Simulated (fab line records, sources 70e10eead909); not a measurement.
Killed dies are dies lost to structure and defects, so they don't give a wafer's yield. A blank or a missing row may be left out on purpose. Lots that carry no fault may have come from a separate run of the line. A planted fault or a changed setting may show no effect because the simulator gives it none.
Which tool was responsible? + flow nand_harc + 24 lots with 72 wafers sampled at 6 steps, on a route of 1302 steps

## WHAT THE GAUGES SHOWED, per wafer
The record holds no reading of a measuring or inspecting step that can be judged against a usual standard deviation.

## WHAT TOOL EACH LOT RAN ON (gives the tool, then ch and the chambers of the sampled wafers, and finally the start)
| lot  | NHARC_A_CHANNEL_HOLE_D2_ETCH_26  | NHARC_A_CHANNEL_FILL_D2_ALD_03                 | NHARC_A_CHANNEL_FILL_D2_ALD_14   | NHARC_A_STAIRCASE_STRIP_171          | NHARC_A_STAIRCASE_TRIM_14      | NHARC_A_STAIRCASE_TRIM_193     |
|------|----------------------------------|------------------------------------------------|----------------------------------|--------------------------------------|--------------------------------|--------------------------------|
| L074 | har_etch-01 ch 0,1, day 13 05:28 | ald_sin_batch-01 ch 0, day 13 18:26 or earlier | ald_hk-02 ch 0,3, day 13 18:26   | plasma_asher-02 ch 0,1, day 15 13:37 | rie_diel-03 ch 0,1,2, no start | rie_diel-03 ch 0,1,3, no start |
| L075 | har_etch-01 ch 0,1, day 13 09:36 | ald_sin_batch-01 ch 0, day 13 18:40 or earlier | ald_hk-02 ch 0,3, day 13 18:40   | plasma_asher-02 ch 0,1, day 15 14:05 | rie_diel-03 ch 0,1,2, no start | rie_diel-11 ch 0,1,3, no start |
| L076 | har_etch-02 ch 0,1, day 14 17:32 | ald_sin_batch-02 ch 0, day 15 02:51 or earlier | ald_hk-04 ch 0,1,2, day 15 02:51 | plasma_asher-01 ch 0,1, day 16 20:58 | rie_diel-03 ch 0,1,2, no start | rie_diel-13 ch 0,1, no start   |
| L078 | har_etch-02 ch 0,1, day 15 04:23 | ald_sin_batch-01 ch 0, day 15 13:31 or earlier | ald_hk-01 ch 0,1,3, day 15 13:31 | plasma_asher-02 ch 0,1, day 17 07:12 | rie_diel-11 ch 0,2,3, no start | rie_diel-03 ch 0,1,2, no start |
| L077 | har_etch-01 ch 0,1, day 15 04:41 | ald_sin_batch-01 ch 0, day 15 13:36 or earlier | ald_hk-04 ch 0,1,2, day 15 13:36 | plasma_asher-01 ch 0,1, day 17 10:57 | rie_diel-11 ch 0,3, no start   | rie_diel-03 ch 0,1, no start   |
| L079 | har_etch-02 ch 0,1, day 15 08:34 | ald_sin_batch-01 ch 0, day 15 17:41 or earlier | ald_hk-04 ch 0,3, day 15 17:41   | plasma_asher-02 ch 0,1, day 17 11:05 | rie_diel-13 ch 0,3, no start   | rie_diel-11 ch 0,2,3, no start |
| L081 | har_etch-01 ch 0,1, day 16 00:27 | ald_sin_batch-02 ch 0, day 16 09:37 or earlier | ald_hk-01 ch 0,1, day 16 09:37   | plasma_asher-01 ch 1, day 18 03:59   | rie_diel-03 ch 1,2,3, no start | rie_diel-13 ch 0,2,3, no start |
| L082 | har_etch-01 ch 0,1, day 16 15:09 | ald_sin_batch-01 ch 0, day 17 00:18 or earlier | ald_hk-01 ch 1,2,3, day 17 00:18 | plasma_asher-01 ch 0,1, day 18 22:37 | rie_diel-13 ch 1,3, no start   | rie_diel-13 ch 0,1,3, no start |
| L080 | har_etch-02 ch 0,1, day 16 15:47 | ald_sin_batch-01 ch 0, day 17 00:34 or earlier | ald_hk-01 ch 1,2, day 17 00:34   | plasma_asher-01 ch 0,1, day 18 22:53 | rie_diel-03 ch 0,2, no start   | rie_diel-03 ch 0,2, no start   |
| L083 | har_etch-01 ch 0,1, day 17 07:35 | ald_sin_batch-03 ch 0, day 17 16:50 or earlier | ald_hk-02 ch 0,1,3, day 17 16:50 | plasma_asher-01 ch 0,1, day 19 10:02 | rie_diel-11 ch 0,1,2, no start | rie_diel-13 ch 2,3, no start   |
| L085 | har_etch-02 ch 0,1, day 17 17:58 | ald_sin_batch-01 ch 0, day 18 03:07 or earlier | ald_hk-04 ch 0,2,3, day 18 03:07 | plasma_asher-01 ch 0,1, day 19 22:05 | rie_diel-11 ch 0,1,3, no start | rie_diel-13 ch 0,1,3, no start |
| L084 | har_etch-01 ch 0,1, day 18 09:43 | ald_sin_batch-03 ch 0, day 18 18:53 or earlier | ald_hk-02 ch 0,1,2, day 18 18:53 | plasma_asher-01 ch 0,1, day 20 13:31 | rie_diel-03 ch 0,2,3, no start | rie_diel-13 ch 1,2,3, no start |
| L086 | har_etch-02 ch 0,1, day 18 11:25 | ald_sin_batch-03 ch 0, day 18 18:55 or earlier | ald_hk-01 ch 1,2, day 18 18:55   | plasma_asher-01 ch 0,1, day 20 17:01 | rie_diel-03 ch 0,1, no start   | rie_diel-11 ch 2,3, no start   |
| L087 | har_etch-02 ch 1, day 18 19:22   | ald_sin_batch-03 ch 0, day 19 04:34 or earlier | ald_hk-01 ch 0,1,2, day 19 04:34 | plasma_asher-01 ch 0,1, day 21 01:25 | rie_diel-13 ch 0,1,2, no start | rie_diel-03 ch 0,3, no start   |
| L089 | har_etch-02 ch 0,1, day 19 15:23 | ald_sin_batch-02 ch 0, day 20 03:50 or earlier | ald_hk-01 ch 0,1,2, day 20 03:50 | plasma_asher-02 ch 0,1, day 22 05:12 | rie_diel-13 ch 1,2, no start   | rie_diel-03 ch 2,3, no start   |
| L088 | har_etch-01 ch 0,1, day 19 16:24 | ald_sin_batch-02 ch 0, day 20 04:01 or earlier | ald_hk-01 ch 0,2,3, day 20 04:01 | plasma_asher-02 ch 0,1, day 22 00:04 | rie_diel-13 ch 1,2,3, no start | rie_diel-11 ch 0,1,2, no start |
| L091 | har_etch-02 ch 0,1, day 20 01:16 | ald_sin_batch-02 ch 0, day 20 12:16 or earlier | ald_hk-01 ch 2,3, day 20 12:16   | plasma_asher-01 ch 0,1, day 22 05:11 | rie_diel-13 ch 0,1,2, no start | rie_diel-13 ch 0,2,3, no start |
| L090 | har_etch-01 ch 0, day 20 01:47   | ald_sin_batch-02 ch 0, day 20 12:29 or earlier | ald_hk-01 ch 0,2, day 20 12:29   | plasma_asher-01 ch 0,1, day 22 10:30 | rie_diel-11 ch 1,2, no start   | rie_diel-03 ch 0,1,3, no start |
| L092 | har_etch-02 ch 0,1, day 20 20:11 | ald_sin_batch-03 ch 0, day 21 05:47 or earlier | ald_hk-02 ch 1,3, day 21 05:47   | plasma_asher-02 ch 0,1, day 23 01:08 | rie_diel-11 ch 2,3, no start   | rie_diel-03 ch 1,2, no start   |
| L093 | har_etch-02 ch 0,1, day 21 14:11 | ald_sin_batch-02 ch 0, day 21 23:47 or earlier | ald_hk-02 ch 0,3, day 21 23:47   | plasma_asher-02 ch 0,1, day 23 20:56 | rie_diel-11 ch 1,2,3, no start | rie_diel-03 ch 0,1,2, no start |
| L094 | har_etch-01 ch 0,1, day 22 01:02 | ald_sin_batch-02 ch 0, day 22 10:10 or earlier | ald_hk-01 ch 0,2,3, day 22 10:10 | plasma_asher-01 ch 0,1, day 24 04:02 | rie_diel-13 ch 0,1,3, no start | rie_diel-11 ch 0,1,3, no start |
| L095 | har_etch-02 ch 1, day 22 02:58   | ald_sin_batch-02 ch 0, day 22 10:10 or earlier | ald_hk-02 ch 2,3, day 22 10:10   | plasma_asher-02 ch 1, day 24 03:44   | rie_diel-13 ch 1,2, no start   | rie_diel-11 ch 0,1,2, no start |
| L096 | har_etch-01 ch 0,1, day 22 17:57 | ald_sin_batch-02 ch 0, day 23 03:04 or earlier | ald_hk-02 ch 2,3, day 23 03:04   | plasma_asher-02 ch 0,1, day 24 23:31 | rie_diel-11 ch 0,1,2, no start | rie_diel-13 ch 0,2,3, no start |
| L097 | har_etch-02 ch 0,1, day 22 18:04 | ald_sin_batch-02 ch 0, day 23 03:05 or earlier | ald_hk-01 ch 1,3, day 23 03:05   | plasma_asher-01 ch 1, day 25 04:08   | rie_diel-13 ch 0,3, no start   | rie_diel-13 ch 1,2,3, no start |
- NHARC_A_CHANNEL_HOLE_D2_ETCH_26: etches the open film in C4F8/O2/Ar, time 224.1 s, target depth 300 nm.
- NHARC_A_CHANNEL_FILL_D2_ALD_03: deposits SiNx, target thk 6 nm, pulse time 60 s, ald cycles 58.
- NHARC_A_CHANNEL_FILL_D2_ALD_14: deposits SiO2, target thk 2.5 nm, pulse time 10 s, ald cycles 25.
- NHARC_A_STAIRCASE_STRIP_171: strips in O2.
- NHARC_A_STAIRCASE_TRIM_14: chemistry O2, time 211.2 s.
- NHARC_A_STAIRCASE_TRIM_193: chemistry O2, time 211.2 s.

## WHAT THE TOOLS THEMSELVES READ (means of the sampled wafers that have a number; where no wafer has one, the mark that the record gives instead)
NHARC_A_CHANNEL_HOLE_D2_ETCH_26. Usual: drypump_motor_current_A 5.9 A, standard deviation 0.62; o2_flow_sccm 113.7 sccm, standard deviation 0.33; showerhead_plenum_p_Torr 3.78 Torr, standard deviation 0.17; throttle_valve_pct 24.584 %, standard deviation 0.0093.
| lot  | tool        | drypump_motor_current_A (A) | o2_flow_sccm (sccm) | showerhead_plenum_p_Torr (Torr) | throttle_valve_pct (%) | flag |
|------|-------------|-----------------------------|---------------------|---------------------------------|------------------------|------|
| L074 | har_etch-01 | 5.3                         | 114.0               | 3.65                            | 24.583                 |      |
| L075 | har_etch-01 | 5.3                         | 113.9               | 3.69                            | 24.585                 |      |
| L076 | har_etch-02 | 6.2                         | 113.7               | 3.77                            | 24.590                 |      |
| L078 | har_etch-02 | 6.2                         | 113.5               | 3.77                            | 24.586                 |      |
| L077 | har_etch-01 | 5.3                         | 113.8               | 3.67                            | 24.581                 |      |
| L079 | har_etch-02 | 6.6                         | 113.8               | 3.87                            | 24.580                 |      |
| L081 | har_etch-01 | 5.3                         | 113.5               | 3.67                            | 24.571                 |      |
| L082 | har_etch-01 | 5.3                         | 113.7               | 3.66                            | 24.593                 |      |
| L080 | har_etch-02 | 6.2                         | 113.2               | 3.75                            | 24.586                 |      |
| L083 | har_etch-01 | 5.3                         | 113.4               | 3.61                            | 24.575                 |      |
| L085 | har_etch-02 | 6.2                         | 113.5               | 3.98                            | 24.590                 |      |
| L084 | har_etch-01 | 5.4                         | 113.6               | 3.60                            | 24.582                 |      |
| L086 | har_etch-02 | 6.5                         | 113.5               | 3.96                            | 24.587                 |      |
| L087 | har_etch-02 | 6.8                         | 113.6               | 3.95                            | 24.578                 |      |
| L089 | har_etch-02 | 6.5                         | 113.3               | 3.95                            | 24.584                 |      |
| L088 | har_etch-01 | 5.3                         | 113.7               | 3.64                            | 24.580                 |      |
| L091 | har_etch-02 | 6.5                         | 113.9               | 3.95                            | 24.588                 |      |
| L090 | har_etch-01 | 5.4                         | 113.6               | 3.54                            | 24.585                 |      |
| L092 | har_etch-02 | 6.5                         | 113.6               | 3.94                            | 24.585                 |      |
| L093 | har_etch-02 | 6.2                         | 113.7               | 3.95                            | 24.575                 |      |
| L094 | har_etch-01 | 5.3                         | 113.7               | 3.62                            | 24.586                 |      |
| L095 | har_etch-02 | 6.8                         | 114.0               | 3.92                            | 24.588                 |      |
| L096 | har_etch-01 | 5.4                         | 113.3               | 3.57                            | 24.582                 |      |
| L097 | har_etch-02 | 6.5                         | 113.6               | 3.93                            | 24.583                 |      |

NHARC_A_CHANNEL_FILL_D2_ALD_03. Usual: precursor_pulse_height_rel reads 1.001 (standard deviation 0.02).
| lot  | tool             | precursor_pulse_height_rel | flag |
|------|------------------|----------------------------|------|
| L074 | ald_sin_batch-01 | 0.988                      |      |
| L075 | ald_sin_batch-01 | 0.995                      |      |
| L076 | ald_sin_batch-02 | 0.995                      |      |
| L078 | ald_sin_batch-01 | 0.995                      |      |
| L077 | ald_sin_batch-01 | 1.011                      |      |
| L079 | ald_sin_batch-01 | 0.985                      |      |
| L081 | ald_sin_batch-02 | 0.998                      |      |
| L082 | ald_sin_batch-01 | 0.986                      |      |
| L080 | ald_sin_batch-01 | 0.990                      |      |
| L083 | ald_sin_batch-03 | 1.002                      |      |
| L085 | ald_sin_batch-01 | 1.010                      |      |
| L084 | ald_sin_batch-03 | 0.997                      |      |
| L086 | ald_sin_batch-03 | 1.009                      |      |
| L087 | ald_sin_batch-03 | 1.021                      |      |
| L089 | ald_sin_batch-02 | 0.999                      |      |
| L088 | ald_sin_batch-02 | 0.990                      |      |
| L091 | ald_sin_batch-02 | 0.994                      |      |
| L090 | ald_sin_batch-02 | 1.003                      |      |
| L092 | ald_sin_batch-03 | 0.993                      |      |
| L093 | ald_sin_batch-02 | 1.020                      |      |
| L094 | ald_sin_batch-02 | 0.976                      |      |
| L095 | ald_sin_batch-02 | 0.994                      |      |
| L096 | ald_sin_batch-02 | 1.007                      |      |
| L097 | ald_sin_batch-02 | 1.002                      |      |

NHARC_A_CHANNEL_FILL_D2_ALD_14. Usual: heater_power_w 475 W, standard deviation 40; precursor_pulse_height_rel 0.999, standard deviation 0.018.
| lot  | tool      | heater_power_w (W) | precursor_pulse_height_rel | flag |
|------|-----------|--------------------|----------------------------|------|
| L074 | ald_hk-02 | 507                | 0.999                      |      |
| L075 | ald_hk-02 | 513                | 1.008                      |      |
| L076 | ald_hk-04 | 467                | 1.000                      |      |
| L078 | ald_hk-01 | 464                | 1.001                      |      |
| L077 | ald_hk-04 | 471                | 0.980                      |      |
| L079 | ald_hk-04 | 512                | 0.986                      |      |
| L081 | ald_hk-01 | 467                | 0.976                      |      |
| L082 | ald_hk-01 | 457                | 0.996                      |      |
| L080 | ald_hk-01 | 459                | 1.002                      |      |
| L083 | ald_hk-02 | 506                | 0.996                      |      |
| L085 | ald_hk-04 | 478                | 0.988                      |      |
| L084 | ald_hk-02 | 480                | 1.005                      |      |
| L086 | ald_hk-01 | 444                | 1.014                      |      |
| L087 | ald_hk-01 | 456                | 1.011                      |      |
| L089 | ald_hk-01 | 464                | 1.012                      |      |
| L088 | ald_hk-01 | 456                | 1.016                      |      |
| L091 | ald_hk-01 | 454                | 0.992                      |      |
| L090 | ald_hk-01 | 453                | 1.004                      |      |
| L092 | ald_hk-02 | 495                | 1.032                      |      |
| L093 | ald_hk-02 | 539                | 0.997                      |      |
| L094 | ald_hk-01 | 442                | 0.997                      |      |
| L095 | ald_hk-02 | 490                | 1.009                      |      |
| L096 | ald_hk-02 | 493                | 0.985                      |      |
| L097 | ald_hk-01 | 459                | 0.996                      |      |

NHARC_A_STAIRCASE_STRIP_171. Usual: drypump_motor_current_A 5.4 A, standard deviation 0.38; heater_power_w 316 W, standard deviation 18.
| lot  | tool            | drypump_motor_current_A (A) | heater_power_w (W) | flag |
|------|-----------------|-----------------------------|--------------------|------|
| L074 | plasma_asher-02 | 5.6                         | 330                |      |
| L075 | plasma_asher-02 | 5.2                         | 320                |      |
| L076 | plasma_asher-01 | 5.3                         | 304                |      |
| L078 | plasma_asher-02 | 5.2                         | 318                |      |
| L077 | plasma_asher-01 | 5.3                         | 315                |      |
| L079 | plasma_asher-02 | 5.2                         | 319                |      |
| L081 | plasma_asher-01 | 5.3                         | 325                |      |
| L082 | plasma_asher-01 | 5.3                         | 305                |      |
| L080 | plasma_asher-01 | 5.3                         | 315                |      |
| L083 | plasma_asher-01 | 5.3                         | 315                |      |
| L085 | plasma_asher-01 | 5.3                         | 319                |      |
| L084 | plasma_asher-01 | 5.3                         | 316                |      |
| L086 | plasma_asher-01 | 5.3                         | 315                |      |
| L087 | plasma_asher-01 | 5.3                         | 305                |      |
| L089 | plasma_asher-02 | 5.2                         | 318                |      |
| L088 | plasma_asher-02 | 5.2                         | 315                |      |
| L091 | plasma_asher-01 | 5.3                         | 303                |      |
| L090 | plasma_asher-01 | 5.3                         | 318                |      |
| L092 | plasma_asher-02 | 5.6                         | 324                |      |
| L093 | plasma_asher-02 | 5.2                         | 322                |      |
| L094 | plasma_asher-01 | 5.3                         | 306                |      |
| L095 | plasma_asher-02 | 6.0                         | 331                |      |
| L096 | plasma_asher-02 | 5.2                         | 323                |      |
| L097 | plasma_asher-01 | 5.3                         | 328                |      |

NHARC_A_STAIRCASE_TRIM_14. Usual: drypump_motor_current_A 5.6 A, standard deviation 0.38; o2_flow_sccm 499.8 sccm, standard deviation 1.6; oes_product_au 0.996 a.u., standard deviation 0.0095; rf_vpp_V 57.7 V, standard deviation 0.86; showerhead_plenum_p_Torr 3.49 Torr, standard deviation 0.13; throttle_valve_pct 17.038 %, standard deviation 0.0093.
| lot  | tool        | drypump_motor_current_A (A) | o2_flow_sccm (sccm) | oes_product_au (a.u.) | rf_vpp_V (V) | showerhead_plenum_p_Torr (Torr) | throttle_valve_pct (%) | flag |
|------|-------------|-----------------------------|---------------------|-----------------------|--------------|---------------------------------|------------------------|------|
| L074 | rie_diel-03 | 5.6                         | 500.2               | 0.997                 | 57.8         | 3.47                            | 17.030                 |      |
| L075 | rie_diel-03 | 5.6                         | 499.8               | 0.994                 | 58.3         | 3.47                            | 17.037                 |      |
| L076 | rie_diel-03 | 5.6                         | 500.1               | 1.000                 | 57.1         | 3.46                            | 17.035                 |      |
| L078 | rie_diel-11 | 5.8                         | 499.7               | 0.996                 | 57.0         | 3.37                            | 17.035                 |      |
| L077 | rie_diel-11 | 5.8                         | 499.8               | 1.001                 | 56.7         | 3.31                            | 17.034                 |      |
| L079 | rie_diel-13 | 5.4                         | 499.3               | 0.993                 | 57.7         | 3.56                            | 17.035                 |      |
| L081 | rie_diel-03 | 5.6                         | 500.5               | 0.993                 | 58.1         | 3.44                            | 17.036                 |      |
| L082 | rie_diel-13 | 5.6                         | 499.7               | 1.001                 | 57.3         | 3.51                            | 17.034                 |      |
| L080 | rie_diel-03 | 5.9                         | 501.0               | 1.004                 | 57.2         | 3.53                            | 17.043                 |      |
| L083 | rie_diel-11 | 5.9                         | 499.1               | 0.987                 | 57.6         | 3.66                            | 17.037                 |      |
| L085 | rie_diel-11 | 5.6                         | 500.5               | 0.991                 | 58.2         | 3.63                            | 17.037                 |      |
| L084 | rie_diel-03 | 5.9                         | 498.9               | 0.988                 | 57.0         | 3.44                            | 17.033                 |      |
| L086 | rie_diel-03 | 5.6                         | 501.2               | 0.998                 | 57.3         | 3.38                            | 17.037                 |      |
| L087 | rie_diel-13 | 5.4                         | 499.8               | 1.005                 | 57.5         | 3.53                            | 17.036                 |      |
| L089 | rie_diel-13 | 5.6                         | 499.6               | 1.001                 | 58.1         | 3.49                            | 17.030                 |      |
| L088 | rie_diel-13 | 5.5                         | 501.0               | 0.998                 | 57.0         | 3.53                            | 17.030                 |      |
| L091 | rie_diel-13 | 5.5                         | 499.1               | 0.997                 | 57.8         | 3.53                            | 17.050                 |      |
| L090 | rie_diel-11 | 5.7                         | 501.6               | 0.993                 | 58.6         | 3.62                            | 17.039                 |      |
| L092 | rie_diel-11 | 5.8                         | 499.0               | 0.987                 | 57.2         | 3.42                            | 17.045                 |      |
| L093 | rie_diel-11 | 5.6                         | 500.9               | 0.998                 | 57.7         | 3.50                            | 17.031                 |      |
| L094 | rie_diel-13 | 5.6                         | 501.2               | 0.996                 | 57.9         | 3.49                            | 17.050                 |      |
| L095 | rie_diel-13 | 5.6                         | 500.6               | 1.000                 | 56.8         | 3.48                            | 17.037                 |      |
| L096 | rie_diel-11 | 5.9                         | 500.1               | 0.992                 | 58.6         | 3.64                            | 17.037                 |      |
| L097 | rie_diel-13 | 5.5                         | 497.8               | 0.986                 | 57.8         | 3.53                            | 17.043                 |      |

NHARC_A_STAIRCASE_TRIM_193. Usual: drypump_motor_current_A 5.6 A, standard deviation 0.36; o2_flow_sccm 499.9 sccm, standard deviation 1.6; oes_product_au 0.995 a.u., standard deviation 0.0093; rf_vpp_V 57.6 V, standard deviation 0.95; showerhead_plenum_p_Torr 3.48 Torr, standard deviation 0.13; throttle_valve_pct 17.038 %, standard deviation 0.0095.
| lot  | tool        | drypump_motor_current_A (A) | o2_flow_sccm (sccm) | oes_product_au (a.u.) | rf_vpp_V (V) | showerhead_plenum_p_Torr (Torr) | throttle_valve_pct (%) | flag |
|------|-------------|-----------------------------|---------------------|-----------------------|--------------|---------------------------------|------------------------|------|
| L074 | rie_diel-03 | 5.6                         | 500.4               | 0.999                 | 56.9         | 3.38                            | 17.031                 |      |
| L075 | rie_diel-11 | 5.6                         | 501.0               | 0.985                 | 57.3         | 3.47                            | 17.033                 |      |
| L076 | rie_diel-13 | 5.6                         | 501.1               | 1.000                 | 57.5         | 3.52                            | 17.035                 |      |
| L078 | rie_diel-03 | 5.6                         | 499.4               | 1.001                 | 57.4         | 3.46                            | 17.042                 |      |
| L077 | rie_diel-03 | 5.6                         | 497.9               | 1.001                 | 57.2         | 3.39                            | 17.042                 |      |
| L079 | rie_diel-11 | 5.8                         | 498.9               | 0.998                 | 56.8         | 3.37                            | 17.032                 |      |
| L081 | rie_diel-13 | 5.3                         | 498.5               | 1.003                 | 58.4         | 3.57                            | 17.042                 |      |
| L082 | rie_diel-13 | 5.6                         | 500.3               | 1.003                 | 58.4         | 3.51                            | 17.040                 |      |
| L080 | rie_diel-03 | 5.9                         | 500.9               | 0.998                 | 57.8         | 3.46                            | 17.047                 |      |
| L083 | rie_diel-13 | 5.3                         | 499.9               | 1.012                 | 58.3         | 3.60                            | 17.039                 |      |
| L085 | rie_diel-13 | 5.6                         | 498.9               | 1.001                 | 56.9         | 3.51                            | 17.051                 |      |
| L084 | rie_diel-13 | 5.5                         | 501.7               | 0.999                 | 58.1         | 3.53                            | 17.040                 |      |
| L086 | rie_diel-11 | 5.5                         | 499.3               | 0.997                 | 56.6         | 3.40                            | 17.031                 |      |
| L087 | rie_diel-03 | 5.9                         | 499.0               | 0.983                 | 57.1         | 3.35                            | 17.033                 |      |
| L089 | rie_diel-03 | 5.9                         | 499.1               | 0.989                 | 57.0         | 3.41                            | 17.046                 |      |
| L088 | rie_diel-11 | 5.9                         | 498.7               | 0.990                 | 58.3         | 3.65                            | 17.033                 |      |
| L091 | rie_diel-13 | 5.3                         | 501.0               | 1.008                 | 57.6         | 3.56                            | 17.032                 |      |
| L090 | rie_diel-03 | 5.6                         | 500.5               | 0.994                 | 57.6         | 3.35                            | 17.035                 |      |
| L092 | rie_diel-03 | 5.4                         | 502.0               | 0.996                 | 57.8         | 3.42                            | 17.031                 |      |
| L093 | rie_diel-03 | 5.6                         | 501.0               | 1.001                 | 57.2         | 3.43                            | 17.039                 |      |
| L094 | rie_diel-11 | 5.6                         | 500.5               | 0.995                 | 58.5         | 3.61                            | 17.042                 |      |
| L095 | rie_diel-11 | 5.9                         | 499.7               | 0.990                 | 58.3         | 3.64                            | 17.045                 |      |
| L096 | rie_diel-13 | 5.3                         | 501.3               | 0.989                 | 57.9         | 3.55                            | 17.031                 |      |
| L097 | rie_diel-13 | 5.5                         | 499.4               | 0.993                 | 57.4         | 3.51                            | 17.032                 |      |

## THE ANSWER, worked out from the rows above alone
Rule: lot off if the mean of its wafers having a number is beyond 3 standard deviations from the usual mean. A lot without any number at a reading at which 4 lots or more have one is off too. All remaining lots with rows at the step are treated as sound. First the gauges in route order, then the tools' own readings, where a lot's mean is used as printed above. At the first step where some lot is off, the reading lying furthest off is the one used; lots without a number count as furthest.
Nothing can be told from this: no lot is off at any reading shown.

## WHAT THE SIMULATOR HAD PUT IN
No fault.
